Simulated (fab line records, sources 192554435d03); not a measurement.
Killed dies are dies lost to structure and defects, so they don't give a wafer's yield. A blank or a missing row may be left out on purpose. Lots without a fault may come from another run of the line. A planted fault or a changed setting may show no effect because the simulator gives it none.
Chamber matching | flow n5_finfet | N5_BEOL_M0_SAQP_PECVD_00 on pecvd-01: 3 sister chambers
The step deposits SiCN from 3MS/NH3, target thk 8 nm, time 14 s. 3 wafers are shown with their chamber, then 8 later ones without.

WAFERS WITH THEIR CHAMBER
wafer  | chamber | throttle_valve_pct (%)
L084.6 | 1       | 10.2
L086.5 | 2       | 8.6
L091.1 | 0       | 8.1

WAFERS WITHOUT THEIR CHAMBER
wafer  | throttle_valve_pct (%)
L091.2 | 10.3
L091.6 | 8.4
L095.2 | 7.9
L095.3 | 10.3
L095.5 | 8.5
L096.2 | 8.2
L096.4 | 10.6
L096.5 | 8.3

WHICH CHAMBER EACH WENT THROUGH
wafer  | from the rows above     | in truth
L091.2 | 1                       | 1
L091.6 | can't be placed: 2 or 0 | 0
L095.2 | 0                       | 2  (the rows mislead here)
L095.3 | 1                       | 1
L095.5 | can't be placed: 2 or 0 | 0
L096.2 | can't be placed: 0 or 2 | 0
L096.4 | 1                       | 1
L096.5 | can't be placed: 0 or 2 | 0
Placed correctly: 3 of 8. Can't be placed from these rows: 4 (the true chamber is among the candidates in 4). Placed wrongly: 1.
How it was worked out, from the rows above alone: a wafer's distance from a chamber is the root of the sum, over the readings, of the square of ((its reading less the chamber's mean) divided by the reading's scatter). The wafer belongs to the nearest chamber; if the next one is less than 2 further off, it can't be placed. A chamber's mean is the mean of its shown wafers. The scatter: with one shown wafer a chamber, the root of the mean of the squares of how far each hidden wafer lies from its nearest shown one.
